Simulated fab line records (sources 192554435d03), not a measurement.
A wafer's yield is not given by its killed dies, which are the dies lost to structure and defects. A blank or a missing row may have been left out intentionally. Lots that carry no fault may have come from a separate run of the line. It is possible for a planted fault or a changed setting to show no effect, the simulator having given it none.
fab line records + flow n5Finfet + part 2 of 2: steps 5 to 6 of 6
record:
- lots: 24
- wafers: 72
- lastDay: 18
route steps=1938 shown HKMG_FIN@432 GATE_CUT@488
lots untouched by any fault: they come from a run of this same line in which no faults occurred
startH: hours from the record's opening day to when the first of the lot's shown wafers began + waitH: how many hours have passed since the lot's step before this one + " identical to the entry in the row above + L1.1+2: one row covering several wafers at once + - no value, or no start given + * or withheld: withheld + < > ~ a bound
route shown NAME@n: a module of which the file shows steps, and the number in the route of the first + usual: the fault-free wafers' mean and standard deviation + same: alike in all rows + chamber/n: place in a boat + sites: the reading at each site + _std_site: how widely they spread, as a standard deviation + _edge_site: outer sites' mean less inner sites' + radiusMm: how far each site lies from the wafer's centre + mask NAME#n: copy n + behind: the most recent tool/chamber to have shaped the wafer + hold: the reason the lot was held/the length of the hold in hours/how it ended + device: the n, p or np transistor that did not switch + end of line: the route-end tests of the same wafers + a step without rows: its recipe alone + killed: dies lost to structure and defects at the first sort, not the wafer's yield + map: a wafer's dies, x killed, . not, _ none there
set.NAME: the run value of the setting; set.NAME@STEP: its run value at that earlier step + model.NAME: the simulator's own value behind a step, which no gauge read
one table for each step of the route and one row for each wafer, over a sample of lots
services: a tool's chamber out of use, with start hour (startH, from the record's first day; less than 0 if before it), hours out, and reason
== steps ==
step: N5_GATE_CUT_ETCH_37
recipe:
- chemistry: N2/H2
- target: SOC
- targetDepthA: 600
- overetchA: 120
- maskMaterial: SiARC
- tempC: 40
- timeS: 90
- ionEnergyEv: 200
- pressureMtorr: 30
- sourceW: 840
- biasW: 150
- n2FlowSccm: 200
- h2FlowSccm: 200
usual:
- drypumpMotorCurrentA: 5.8/0.51
- oesProductAu: 0.68/0.056
- rfVppV: 524/3
- showerheadPlenumPTorr: 2.55/0.1
- throttleValvePct: 17.90/0.17
| lot.wafer | tool       | chamber | startH | waitH | drypumpMotorCurrentA | oesProductAu | rfHoursCounterH | rfVppV | showerheadPlenumPTorr | throttleValvePct |
|-----------|------------|---------|--------|-------|----------------------|--------------|-----------------|--------|-----------------------|------------------|
| L074.2    | rieDiel-06 | 0       | 85.12  | 0.0   | 5.6                  | 0.67         | 161             | 528    | 2.64                  | 17.99            |
| L074.3    | "          | 2       | "      | "     | 4.8                  | 0.62         | 237             | 519    | 2.40                  | 17.97            |
| L074.6    | "          | 3       | "      | "     | 6.2                  | 0.66         | -               | 523    | 2.51                  | 17.88            |
| L075.1    | rieDiel-04 | 3       | 87.64  | 0.0   | 6.0                  | 0.64         | 197             | 528    | 2.62                  | 17.82            |
| L075.3    | "          | 1       | "      | "     | 5.4                  | 0.66         | 192             | 526    | 2.64                  | 18.41            |
| L075.5    | "          | 2       | "      | "     | 5.9                  | 0.80         | -               | 527    | 2.58                  | 17.46            |
| L076.2    | rieDiel-01 | 0       | 94.59  | 0.0   | 6.2                  | 0.65         | 180             | 520    | 2.41                  | 18.09            |
| L076.3    | "          | 2       | "      | "     | 5.1                  | 0.71         | 123             | 528    | 2.65                  | 17.77            |
| L076.5    | "          | 1       | "      | "     | 6.4                  | 0.70         | -               | 524    | 2.55                  | 18.00            |
| L077.3    | rieDiel-01 | 1       | 100.16 | 0.0   | 6.4                  | 0.69         | 145             | 525    | 2.55                  | 18.01            |
| L077.5    | "          | 1       | "      | "     | 6.4                  | 0.70         | -               | 523    | 2.55                  | 18.00            |
| L077.6    | "          | 0       | "      | "     | 6.3                  | 0.65         | -               | 520    | 2.41                  | 18.10            |
| L078.2    | rieDiel-01 | 3       | 108.96 | 0.0   | 5.9                  | 0.63         | 217             | 524    | 2.52                  | 17.84            |
| L078.4    | "          | 3       | "      | "     | 5.9                  | 0.64         | -               | 522    | 2.52                  | 17.84            |
| L078.6    | "          | 1       | "      | "     | 6.4                  | 0.70         | -               | 524    | 2.55                  | 18.01            |
| L079.2    | rieDiel-01 | 3       | 115.56 | 0.0   | 6.0                  | 0.63         | 219             | 523    | 2.52                  | 17.84            |
| L079.3    | "          | 2       | "      | "     | 5.1                  | 0.71         | 130             | 528    | 2.65                  | 17.78            |
| L079.6    | "          | 3       | "      | "     | 5.9                  | 0.63         | -               | 522    | 2.52                  | 17.84            |
| L080.1    | rieDiel-01 | 2       | 119.96 | 0.0   | 5.1                  | 0.71         | 130             | 528    | 2.65                  | 17.77            |
| L080.3    | "          | 1       | "      | "     | 6.4                  | 0.69         | 150             | 524    | 2.55                  | 18.02            |
| L080.5    | "          | 1       | "      | "     | 6.4                  | 0.69         | -               | 524    | 2.55                  | 18.02            |
| L081.1    | rieDiel-01 | 2       | 127.16 | 0.0   | 5.1                  | 0.70         | 132             | 526    | 2.64                  | 17.80            |
| L081.3    | "          | 0       | "      | "     | 6.2                  | 0.64         | 186             | 521    | 2.41                  | 18.10            |
| L081.6    | "          | 0       | "      | "     | 6.2                  | 0.64         | -               | 522    | 2.41                  | 18.09            |
| L082.2    | rieDiel-01 | 3       | 133.99 | 0.0   | 5.9                  | 0.63         | 223             | 523    | 2.52                  | 17.86            |
| L082.3    | "          | 0       | "      | "     | 6.2                  | 0.64         | 187             | 521    | 2.41                  | 18.11            |
| L082.5    | "          | 1       | "      | "     | 6.4                  | 0.69         | -               | 524    | 2.55                  | 18.03            |
| L083.3    | rieDiel-06 | 3       | 140.72 | 0.0   | 6.2                  | 0.65         | 215             | 524    | 2.50                  | 17.91            |
| L083.4    | "          | 3       | "      | "     | 6.2                  | 0.65         | -               | 524    | 2.50                  | 17.93            |
| L083.5    | "          | 0       | "      | "     | 5.6                  | 0.67         | -               | 526    | 2.63                  | 18.00            |
| L084.1    | rieDiel-06 | 2       | 151.19 | 0.0   | 4.8                  | 0.86         | 1               | 529    | 2.72                  | 17.60            |
| L084.2    | "          | 3       | "      | "     | 6.2                  | 0.64         | 220             | 522    | 2.50                  | 17.90            |
| L084.4    | "          | 1       | "      | "     | 5.6                  | 0.70         | 117             | 519    | 2.37                  | 17.82            |
| L085.2    | rieDiel-06 | 0       | 153.70 | 0.0   | 5.6                  | 0.67         | 183             | 527    | 2.63                  | 18.00            |
| L085.3    | "          | 2       | "      | "     | 4.8                  | 0.86         | 3               | 528    | 2.72                  | 17.62            |
| L085.5    | "          | 3       | "      | "     | 6.1                  | 0.65         | -               | 524    | 2.50                  | 17.93            |
| L086.1    | rieDiel-04 | 0       | 163.11 | 0.0   | 5.3                  | 0.69         | 164             | 525    | 2.63                  | 17.81            |
| L086.4    | "          | 1       | "      | "     | 5.4                  | 0.64         | 217             | 527    | 2.63                  | 18.45            |
| L086.6    | "          | 2       | "      | "     | 5.9                  | 0.77         | -               | 527    | 2.57                  | 17.50            |
| L087.1    | rieDiel-06 | 1       | 166.81 | 0.0   | 5.6                  | 0.69         | 124             | 518    | 2.37                  | 17.85            |
| L087.4    | "          | 3       | "      | "     | 6.2                  | 0.64         | 228             | 523    | 2.50                  | 17.94            |
| L087.5    | "          | 2       | "      | "     | 4.8                  | 0.84         | -               | 528    | 2.71                  | 17.62            |
| L088.2    | rieDiel-06 | 1       | 171.19 | 0.0   | 5.6                  | 0.70         | 126             | 518    | 2.37                  | 17.86            |
| L088.5    | "          | 2       | "      | "     | 4.8                  | 0.83         | -               | 529    | 2.71                  | 17.61            |
| L088.6    | "          | 1       | "      | "     | 5.5                  | 0.70         | -               | 518    | 2.37                  | 17.84            |
| L089.4    | rieDiel-01 | 3       | 179.30 | 0.0   | 5.9                  | 0.63         | 228             | 522    | 2.52                  | 17.87            |
| L089.5    | "          | 1       | "      | "     | 6.4                  | 0.68         | -               | 524    | 2.55                  | 18.05            |
| L089.6    | "          | 2       | "      | "     | 5.1                  | 0.70         | -               | 528    | 2.64                  | 17.82            |
| L090.1    | rieDiel-01 | 0       | 183.14 | 0.0   | 6.2                  | 0.63         | 193             | 522    | 2.40                  | 18.09            |
| L090.2    | "          | 2       | "      | "     | 5.1                  | 0.69         | 140             | 527    | 2.64                  | 17.81            |
| L090.6    | "          | 3       | "      | "     | 5.9                  | 0.63         | -               | 523    | 2.52                  | 17.86            |
| L091.1    | rieDiel-06 | 0       | 189.88 | 0.0   | 5.6                  | 0.66         | 195             | 525    | 2.62                  | 18.02            |
| L091.3    | "          | 3       | "      | "     | 6.2                  | 0.64         | 235             | 522    | 2.50                  | 17.95            |
| L091.5    | "          | 2       | "      | "     | 4.8                  | 0.82         | -               | 529    | 2.71                  | 17.62            |
| L092.1    | rieDiel-01 | 1       | 199.94 | 0.0   | 6.4                  | 0.68         | 165             | 524    | 2.54                  | 18.04            |
| L092.2    | "          | 0       | "      | "     | 6.2                  | 0.64         | 197             | 520    | 2.40                  | 18.10            |
| L092.6    | "          | 2       | "      | "     | 5.1                  | 0.69         | -               | 527    | 2.64                  | 17.81            |
| L093.1    | rieDiel-01 | 2       | 200.31 | 0.0   | 5.1                  | 0.69         | 144             | 528    | 2.64                  | 17.81            |
| L093.4    | "          | 1       | "      | "     | 6.4                  | 0.68         | 165             | 525    | 2.54                  | 18.05            |
| L093.5    | "          | 3       | "      | "     | 5.9                  | 0.62         | -               | 521    | 2.51                  | 17.88            |
| L094.1    | rieDiel-01 | 3       | 209.82 | 0.0   | 5.9                  | 0.62         | 236             | 524    | 2.51                  | 17.88            |
| L094.5    | "          | 2       | "      | "     | 5.1                  | 0.68         | -               | 526    | 2.64                  | 17.82            |
| L094.6    | "          | 3       | "      | "     | 6.0                  | 0.63         | -               | 524    | 2.51                  | 17.87            |
| L095.1    | rieDiel-06 | 1       | 214.13 | 0.0   | 5.6                  | 0.68         | 137             | 518    | 2.37                  | 17.87            |
| L095.2    | "          | 0       | "      | "     | 5.6                  | 0.65         | 203             | 527    | 2.62                  | 18.03            |
| L095.4    | "          | 3       | "      | "     | 6.1                  | 0.63         | 241             | 522    | 2.49                  | 17.95            |
| L096.2    | rieDiel-04 | 0       | 223.25 | 0.0   | 5.3                  | 0.66         | 184             | 527    | 2.62                  | 17.84            |
| L096.3    | "          | 2       | "      | "     | 5.9                  | 0.75         | 69              | 525    | 2.56                  | 17.53            |
| L096.5    | "          | 3       | "      | "     | 6.0                  | 0.62         | -               | 526    | 2.60                  | 17.88            |
| L097.1    | rieDiel-06 | 3       | 232.11 | 0.0   | 6.2                  | 0.63         | 247             | 525    | 2.49                  | 17.97            |
| L097.3    | "          | 2       | "      | "     | 4.8                  | 0.80         | 28              | 529    | 2.71                  | 17.65            |
| L097.5    | "          | 1       | "      | "     | 5.5                  | 0.68         | -               | 517    | 2.36                  | 17.89            |
step: N5_GATE_CUT_CUT_ETCH_55
recipe:
- chemistry: BCl3
- target: HfO2
- maskMaterial: SiO2
- targetDepthA: 32
- ionEnergyEv: 30
- pressureMtorr: 5
- icpW: 450
- biasW: 18
- bcl3FlowSccm: 80
usual:
- bcl3FlowSccm: 79.99/0.24
- drypumpMotorCurrentA: 5.7/0.43
- oesProductAu: 0.70/0.065
- throttleValvePct: 33.3/0.31
| lot.wafer | tool        | chamber | startH | waitH | bcl3FlowSccm | drypumpMotorCurrentA | oesProductAu | rfHoursCounterH | throttleValvePct |
|-----------|-------------|---------|--------|-------|--------------|----------------------|--------------|-----------------|------------------|
| L074.2    | rieMetal-01 | 0       | 85.55  | 0.0   | 80.03        | 6.1                  | 0.64         | 99              | 33.3             |
| L074.3    | "           | 1       | "      | "     | 79.92        | 6.0                  | 0.74         | -               | 32.8             |
| L074.6    | "           | 0       | "      | "     | 79.88        | 6.1                  | 0.64         | -               | 33.4             |
| L075.1    | rieMetal-02 | 0       | 88.08  | 0.0   | 79.64        | 5.7                  | 0.63         | 119             | 33.5             |
| L075.3    | "           | 1       | "      | "     | 79.93        | 5.1                  | 0.73         | -               | 33.6             |
| L075.5    | "           | 0       | "      | "     | 80.26        | 5.7                  | 0.62         | -               | 33.5             |
| L076.2    | rieMetal-02 | 1       | 95.02  | 0.0   | 80.00        | 5.1                  | 0.74         | 70              | 33.6             |
| L076.3    | "           | 0       | "      | "     | 79.79        | 5.7                  | 0.63         | -               | 33.5             |
| L076.5    | "           | 0       | "      | "     | 79.59        | 5.7                  | 0.63         | -               | 33.5             |
| L077.3    | rieMetal-02 | 1       | 100.60 | 0.0   | 80.26        | 5.1                  | 0.74         | -               | 33.6             |
| L077.5    | "           | 0       | "      | "     | 79.86        | 5.7                  | 0.63         | -               | 33.5             |
| L077.6    | "           | 1       | "      | "     | 80.12        | 5.1                  | 0.74         | -               | 33.6             |
| L078.2    | rieMetal-02 | 0       | 109.40 | 0.0   | 80.20        | 5.7                  | 0.63         | 121             | 33.5             |
| L078.4    | "           | 0       | "      | "     | 79.89        | 5.7                  | 0.63         | -               | 33.5             |
| L078.6    | "           | 1       | "      | "     | 80.44        | 5.1                  | 0.74         | -               | 33.6             |
| L079.2    | rieMetal-01 | 1       | 116.00 | 0.0   | 79.88        | 5.9                  | 0.74         | 67              | 32.8             |
| L079.3    | "           | 0       | "      | "     | 79.92        | 6.1                  | 0.64         | -               | 33.3             |
| L079.6    | "           | 0       | "      | "     | 79.88        | 6.1                  | 0.64         | -               | 33.4             |
| L080.1    | rieMetal-01 | 0       | 120.39 | 0.0   | 80.39        | 6.1                  | 0.63         | 101             | 33.4             |
| L080.3    | "           | 0       | "      | "     | 80.40        | 6.1                  | 0.65         | -               | 33.3             |
| L080.5    | "           | 0       | "      | "     | 80.17        | 6.1                  | 0.64         | -               | 33.4             |
| L081.1    | rieMetal-02 | 1       | 127.60 | 0.0   | 80.00        | 5.1                  | 0.72         | 73              | 33.6             |
| L081.3    | "           | 0       | "      | "     | 79.92        | 5.7                  | 0.61         | -               | 33.5             |
| L081.6    | "           | 0       | "      | "     | 79.91        | 5.7                  | 0.62         | -               | 33.5             |
| L082.2    | rieMetal-01 | 1       | 134.42 | 0.0   | 80.23        | 5.9                  | 0.72         | 70              | 32.8             |
| L082.3    | "           | 0       | "      | "     | 79.46        | 6.1                  | 0.63         | -               | 33.4             |
| L082.5    | "           | 0       | "      | "     | 79.71        | 6.1                  | 0.63         | -               | 33.3             |
| L083.3    | rieMetal-02 | 0       | 141.17 | 0.0   | 79.73        | 5.7                  | 0.62         | -               | 33.5             |
| L083.4    | "           | 1       | "      | "     | 80.15        | 5.1                  | 0.74         | -               | 33.6             |
| L083.5    | "           | 0       | "      | "     | 80.13        | 5.7                  | 0.63         | -               | 33.5             |
| L084.1    | rieMetal-03 | 0       | 151.62 | 0.0   | 80.16        | 5.9                  | 0.84         | 27              | 33.5             |
| L084.2    | "           | 1       | "      | "     | 79.99        | 6.4                  | 0.71         | 80              | 33.0             |
| L084.4    | "           | 0       | "      | "     | 80.28        | 5.9                  | 0.84         | -               | 33.5             |
| L085.2    | rieMetal-02 | 1       | 154.13 | 0.0   | 79.95        | 5.1                  | 0.72         | 75              | 33.6             |
| L085.3    | "           | 1       | "      | "     | 79.85        | 5.1                  | 0.73         | -               | 33.6             |
| L085.5    | "           | 1       | "      | "     | 80.16        | 5.1                  | 0.73         | -               | 33.6             |
| L086.1    | rieMetal-01 | 1       | 163.54 | 0.0   | 79.85        | 5.9                  | 0.73         | 72              | 32.8             |
| L086.4    | "           | 0       | "      | "     | 79.76        | 6.1                  | 0.63         | -               | 33.4             |
| L086.6    | "           | 0       | "      | "     | 79.70        | 6.1                  | 0.62         | -               | 33.4             |
| L087.1    | rieMetal-01 | 1       | 167.25 | 0.0   | 79.41        | 5.9                  | 0.72         | 72              | 32.8             |
| L087.4    | "           | 0       | "      | "     | 79.63        | 6.1                  | 0.63         | -               | 33.4             |
| L087.5    | "           | 1       | "      | "     | 79.81        | 6.0                  | 0.72         | -               | 32.8             |
| L088.2    | rieMetal-03 | 0       | 171.62 | 0.0   | 79.75        | 5.9                  | 0.84         | 29              | 33.5             |
| L088.5    | "           | 0       | "      | "     | 79.84        | 5.8                  | 0.84         | -               | 33.5             |
| L088.6    | "           | 1       | "      | "     | 79.73        | 6.4                  | 0.71         | -               | 32.9             |
| L089.4    | rieMetal-01 | 0       | 179.74 | 0.0   | 80.62        | 6.1                  | 0.63         | -               | 33.4             |
| L089.5    | "           | 0       | "      | "     | 80.05        | 6.1                  | 0.64         | -               | 33.4             |
| L089.6    | "           | 1       | "      | "     | 80.44        | 5.9                  | 0.73         | -               | 32.8             |
| L090.1    | rieMetal-03 | 0       | 183.57 | 0.0   | 80.33        | 5.9                  | 0.84         | 30              | 33.5             |
| L090.2    | "           | 1       | "      | "     | 79.97        | 6.4                  | 0.70         | 82              | 32.9             |
| L090.6    | "           | 0       | "      | "     | 80.32        | 5.9                  | 0.84         | -               | 33.5             |
| L091.1    | rieMetal-03 | 1       | 190.31 | 0.0   | 79.80        | 6.4                  | 0.71         | 83              | 32.9             |
| L091.3    | "           | 0       | "      | "     | 80.45        | 5.9                  | 0.83         | -               | 33.5             |
| L091.5    | "           | 0       | "      | "     | 80.18        | 5.9                  | 0.83         | -               | 33.5             |
| L092.1    | rieMetal-02 | 1       | 200.37 | 0.0   | 79.85        | 5.1                  | 0.72         | 78              | 33.6             |
| L092.2    | "           | 0       | "      | "     | 79.95        | 5.7                  | 0.62         | 127             | 33.5             |
| L092.6    | "           | 0       | "      | "     | 80.01        | 5.7                  | 0.62         | -               | 33.5             |
| L093.1    | rieMetal-02 | 1       | 200.74 | 0.0   | 79.61        | 5.1                  | 0.72         | 78              | 33.7             |
| L093.4    | "           | 1       | "      | "     | 79.95        | 5.1                  | 0.72         | -               | 33.6             |
| L093.5    | "           | 1       | "      | "     | 80.02        | 5.1                  | 0.72         | -               | 33.6             |
| L094.1    | rieMetal-03 | 0       | 210.26 | 0.0   | 79.99        | 5.9                  | 0.84         | 32              | 33.5             |
| L094.5    | "           | 1       | "      | "     | 80.15        | 6.4                  | 0.70         | -               | 33.0             |
| L094.6    | "           | 0       | "      | "     | 80.04        | 5.9                  | 0.83         | -               | 33.5             |
| L095.1    | rieMetal-01 | 0       | 214.56 | 0.0   | 80.38        | 6.1                  | 0.63         | 110             | 33.4             |
| L095.2    | "           | 1       | "      | "     | 79.92        | 5.9                  | 0.71         | 77              | 32.8             |
| L095.4    | "           | 1       | "      | "     | 79.80        | 5.9                  | 0.71         | -               | 32.8             |
| L096.2    | rieMetal-02 | 1       | 223.81 | 0.1   | 79.90        | 5.1                  | 0.72         | -               | 33.6             |
| L096.3    | "           | 1       | "      | "     | 79.67        | 5.1                  | 0.71         | -               | 33.6             |
| L096.5    | "           | 1       | "      | "     | 79.67        | 5.1                  | 0.73         | -               | 33.6             |
| L097.1    | rieMetal-02 | 1       | 232.68 | 0.1   | 79.74        | 5.1                  | 0.72         | 82              | 33.6             |
| L097.3    | "           | 1       | "      | "     | 79.89        | 5.1                  | 0.72         | -               | 33.6             |
| L097.5    | "           | 1       | "      | "     | 79.96        | 5.1                  | 0.72         | -               | 33.6             |
== services ==
| tool        | chamber | startH | hours | kind                         |
|-------------|---------|--------|-------|------------------------------|
| rieDiel-04  | 0       | 62.99  | 3.1   | repair                       |
| rieMetal-01 | 1       | 71.08  | 5.0   | repair                       |
| rieMetal-02 | 1       | 88.29  | 5.3   | repair                       |
| rieMetal-01 | 0       | 92.80  | 5.8   | repair                       |
| rieMetal-03 | -       | 94.20  | 1.7   | repair                       |
| rieDiel-01  | 0       | 107.52 | 8.7   | repair                       |
| rieDiel-06  | 2       | 130.38 | -     | clean                        |
| rieDiel-06  | 2       | 130.38 | -     | consumableReplace:focusRing  |
| rieDiel-06  | 2       | 130.38 | -     | consumableReplace:showerhead |
| rieDiel-06  | 2       | 130.38 | 17.2  | scheduledDown                |
| rieDiel-06  | 2       | 130.38 | 17.2  | ventCycle                    |
| rieMetal-03 | 0       | 133.50 | 1.7   | repair                       |
| rieDiel-05  | 1       | 141.45 | 1.7   | repair                       |
| rieDiel-01  | -       | 142.97 | 28.1  | pm                           |
| rieDiel-06  | -       | 151.78 | 0.2   | repair                       |
| rieMetal-03 | 1       | 153.81 | 8.6   | repair                       |
| rieMetal-03 | -       | 174.36 | 2.8   | pm                           |
| rieMetal-02 | -       | 176.93 | 2.8   | pm                           |
| rieMetal-02 | 0       | 181.74 | 5.7   | repair                       |
| rieMetal-02 | 1       | 183.45 | 6.3   | repair                       |
| rieMetal-03 | -       | 195.21 | 10.0  | pm                           |
| rieMetal-03 | -       | 209.18 | 0.2   | repair                       |
| rieDiel-03  | 1       | 217.32 | 3.5   | repair                       |
| rieMetal-02 | 0       | 218.21 | -     | clean                        |
